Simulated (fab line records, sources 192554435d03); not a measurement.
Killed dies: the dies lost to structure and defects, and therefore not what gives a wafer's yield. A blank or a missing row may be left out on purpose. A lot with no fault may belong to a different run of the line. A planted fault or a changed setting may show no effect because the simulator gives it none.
Split-lot trial || flow n5 finfet || 39 wafers read from 7 lots, route of 1938 steps

== ON THE SPLIT ==
At N5_DUMMY_GATE_ETCH_32 (etches SiO2 in CF4, target depth 3.5 nm, time 3.9 s), the setting time s was moved away from the recipe's 3.9 s on 9 of the 39 wafers read, by -20.5% to -6.6%. This setting was run at the recipe's value on the other wafers.

The reading is taken at the split's own step.

== THE READING ==
etch.depth nm (the simulator's own value, which no gauge read), in nm, at N5_DUMMY_GATE_ETCH_32 (etches SiO2 in CF4, target depth 3.5 nm, time 3.9 s). No usual value for it is given in the file. The 30 wafers here that ran the recipe average 3.496 nm, standard deviation 0.076 nm.

{"wafer": "L075.1", "tool, chamber at the split": "rie si-01, 0", "time s as run, s": 3.9, "against the recipe": "recipe", "etch.depth nm, nm": 3.419, "against lot-mates on the recipe": "-"}
{"wafer": "L075.2", "tool, chamber at the split": "rie si-01, 1", "time s as run, s": 3.9, "against the recipe": "recipe", "etch.depth nm, nm": 3.592, "against lot-mates on the recipe": "-"}
{"wafer": "L075.3", "tool, chamber at the split": "rie si-01, 3", "time s as run, s": 3.9, "against the recipe": "recipe", "etch.depth nm, nm": 3.359, "against lot-mates on the recipe": "-"}
{"wafer": "L075.4", "tool, chamber at the split": "rie si-01, 2", "time s as run, s": 3.9, "against the recipe": "recipe", "etch.depth nm, nm": 3.572, "against lot-mates on the recipe": "-"}
{"wafer": "L075.5", "tool, chamber at the split": "rie si-01, 1", "time s as run, s": 3.9, "against the recipe": "recipe", "etch.depth nm, nm": 3.601, "against lot-mates on the recipe": "-"}
{"wafer": "L075.6", "tool, chamber at the split": "rie si-01, 2", "time s as run, s": 3.9, "against the recipe": "recipe", "etch.depth nm, nm": 3.559, "against lot-mates on the recipe": "-"}
{"wafer": "L080.1", "tool, chamber at the split": "rie si-02, 0", "time s as run, s": 3.102, "against the recipe": "-20.5%", "etch.depth nm, nm": 2.721, "against lot-mates on the recipe": -0.717}
{"wafer": "L080.2", "tool, chamber at the split": "rie si-02, 2", "time s as run, s": 3.102, "against the recipe": "-20.5%", "etch.depth nm, nm": 2.749, "against lot-mates on the recipe": -0.689}
{"wafer": "L080.3", "tool, chamber at the split": "rie si-02, 1", "time s as run, s": 3.102, "against the recipe": "-20.5%", "etch.depth nm, nm": 2.683, "against lot-mates on the recipe": -0.755}
{"wafer": "L080.4", "tool, chamber at the split": "rie si-02, 3", "time s as run, s": 3.9, "against the recipe": "recipe", "etch.depth nm, nm": 3.469, "against lot-mates on the recipe": "-"}
{"wafer": "L080.5", "tool, chamber at the split": "rie si-02, 0", "time s as run, s": 3.9, "against the recipe": "recipe", "etch.depth nm, nm": 3.426, "against lot-mates on the recipe": "-"}
{"wafer": "L080.6", "tool, chamber at the split": "rie si-02, 1", "time s as run, s": 3.9, "against the recipe": "recipe", "etch.depth nm, nm": 3.419, "against lot-mates on the recipe": "-"}
{"wafer": "L081.1", "tool, chamber at the split": "rie si-01, 2", "time s as run, s": 3.9, "against the recipe": "recipe", "etch.depth nm, nm": 3.583, "against lot-mates on the recipe": "-"}
{"wafer": "L081.2", "tool, chamber at the split": "rie si-01, 1", "time s as run, s": 3.9, "against the recipe": "recipe", "etch.depth nm, nm": 3.555, "against lot-mates on the recipe": "-"}
{"wafer": "L081.3", "tool, chamber at the split": "rie si-01, 0", "time s as run, s": 3.9, "against the recipe": "recipe", "etch.depth nm, nm": 3.482, "against lot-mates on the recipe": "-"}
{"wafer": "L081.4", "tool, chamber at the split": "rie si-01, 3", "time s as run, s": 3.9, "against the recipe": "recipe", "etch.depth nm, nm": 3.392, "against lot-mates on the recipe": "-"}
{"wafer": "L081.5", "tool, chamber at the split": "rie si-01, 3", "time s as run, s": 3.9, "against the recipe": "recipe", "etch.depth nm, nm": 3.385, "against lot-mates on the recipe": "-"}
{"wafer": "L081.6", "tool, chamber at the split": "rie si-01, 0", "time s as run, s": 3.9, "against the recipe": "recipe", "etch.depth nm, nm": 3.468, "against lot-mates on the recipe": "-"}
{"wafer": "L083.1", "tool, chamber at the split": "rie si-02, 1", "time s as run, s": 3.642, "against the recipe": "-6.6%", "etch.depth nm, nm": 3.228, "against lot-mates on the recipe": -0.264}
{"wafer": "L083.2", "tool, chamber at the split": "rie si-02, 2", "time s as run, s": 3.642, "against the recipe": "-6.6%", "etch.depth nm, nm": 3.284, "against lot-mates on the recipe": -0.208}
{"wafer": "L083.3", "tool, chamber at the split": "rie si-02, 3", "time s as run, s": 3.9, "against the recipe": "recipe", "etch.depth nm, nm": 3.49, "against lot-mates on the recipe": "-"}
{"wafer": "L083.4", "tool, chamber at the split": "rie si-02, 0", "time s as run, s": 3.9, "against the recipe": "recipe", "etch.depth nm, nm": 3.441, "against lot-mates on the recipe": "-"}
{"wafer": "L083.5", "tool, chamber at the split": "rie si-02, 3", "time s as run, s": 3.642, "against the recipe": "-6.6%", "etch.depth nm, nm": 3.26, "against lot-mates on the recipe": -0.232}
{"wafer": "L083.6", "tool, chamber at the split": "rie si-02, 2", "time s as run, s": 3.9, "against the recipe": "recipe", "etch.depth nm, nm": 3.545, "against lot-mates on the recipe": "-"}
{"wafer": "L084.1", "tool, chamber at the split": "rie si-01, 3", "time s as run, s": 3.9, "against the recipe": "recipe", "etch.depth nm, nm": 3.362, "against lot-mates on the recipe": "-"}
{"wafer": "L084.2", "tool, chamber at the split": "rie si-01, 1", "time s as run, s": 3.9, "against the recipe": "recipe", "etch.depth nm, nm": 3.595, "against lot-mates on the recipe": "-"}
{"wafer": "L084.3", "tool, chamber at the split": "rie si-01, 0", "time s as run, s": 3.9, "against the recipe": "recipe", "etch.depth nm, nm": 3.478, "against lot-mates on the recipe": "-"}
{"wafer": "L084.4", "tool, chamber at the split": "rie si-01, 2", "time s as run, s": 3.9, "against the recipe": "recipe", "etch.depth nm, nm": 3.53, "against lot-mates on the recipe": "-"}
{"wafer": "L084.5", "tool, chamber at the split": "rie si-01, 3", "time s as run, s": 3.9, "against the recipe": "recipe", "etch.depth nm, nm": 3.388, "against lot-mates on the recipe": "-"}
{"wafer": "L084.6", "tool, chamber at the split": "rie si-01, 2", "time s as run, s": 3.9, "against the recipe": "recipe", "etch.depth nm, nm": 3.56, "against lot-mates on the recipe": "-"}
{"wafer": "L086.1", "tool, chamber at the split": "rie si-01, 0", "time s as run, s": 3.27, "against the recipe": "-16.2%", "etch.depth nm, nm": 2.894, "against lot-mates on the recipe": -0.642}
{"wafer": "L086.2", "tool, chamber at the split": "rie si-01, 1", "time s as run, s": 3.27, "against the recipe": "-16.2%", "etch.depth nm, nm": 2.993, "against lot-mates on the recipe": -0.543}
{"wafer": "L086.3", "tool, chamber at the split": "rie si-01, 2", "time s as run, s": 3.9, "against the recipe": "recipe", "etch.depth nm, nm": 3.572, "against lot-mates on the recipe": "-"}
{"wafer": "L086.4", "tool, chamber at the split": "rie si-01, 3", "time s as run, s": 3.27, "against the recipe": "-16.2%", "etch.depth nm, nm": 2.843, "against lot-mates on the recipe": -0.693}
{"wafer": "L086.5", "tool, chamber at the split": "rie si-01, 0", "time s as run, s": 3.9, "against the recipe": "recipe", "etch.depth nm, nm": 3.466, "against lot-mates on the recipe": "-"}
{"wafer": "L086.6", "tool, chamber at the split": "rie si-01, 1", "time s as run, s": 3.9, "against the recipe": "recipe", "etch.depth nm, nm": 3.571, "against lot-mates on the recipe": "-"}
{"wafer": "L097.2", "tool, chamber at the split": "rie si-04, 2", "time s as run, s": 3.9, "against the recipe": "recipe", "etch.depth nm, nm": 3.557, "against lot-mates on the recipe": "-"}
{"wafer": "L097.4", "tool, chamber at the split": "rie si-04, 2", "time s as run, s": 3.9, "against the recipe": "recipe", "etch.depth nm, nm": 3.561, "against lot-mates on the recipe": "-"}
{"wafer": "L097.6", "tool, chamber at the split": "rie si-04, 3", "time s as run, s": 3.9, "against the recipe": "recipe", "etch.depth nm, nm": 3.483, "against lot-mates on the recipe": "-"}

THE FIT
A straight line over all 39 wafers: etch.depth nm changes by +0.0373 nm for each +1% of time s; r = +0.96; the points scatter about the line by 0.072 nm.
The same after taking each lot's own level away (the mean of its wafers on the recipe; 39 wafers): +0.0365 nm for each +1%; r = +0.97; scatter 0.068 nm.
Per that fit: largest time s move, reading shift of 0.75 nm.
From 3.4380 to 3.5363 nm: that is the span of the lots' own levels, equal to 1.3 times the standard deviation above.
Hence the lot-to-lot level has little effect on the slope; both slopes agree.
Check: for one of the wafers moved furthest among these (-20.5%), held out of the fit, the line's prediction against its lot-mates is -0.754 nm. It came out at -0.717 nm against them.

== THE OTHER SPLITS THESE WAFERS WENT THROUGH ==
Note: prior to the reading, these wafers also went through further splits. Each is held against what the fit with the lots' levels taken away leaves over:
{"other split on the same wafers": "N5_WELL_APT_EXPOSE_05 dose mj", "wafers away from the commonest value": 15, "r with etch.depth nm (lot level and that fit taken away)": "+0.21"}
{"other split on the same wafers": "N5_DUMMY_GATE_ETCH_31 target depth a", "wafers away from the commonest value": 9, "r with etch.depth nm (lot level and that fit taken away)": "+0.11"}

== THE FILE'S OWN FIT ==
etch.depth nm changes by +0.0365 nm for each +1% of time s, r = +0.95.
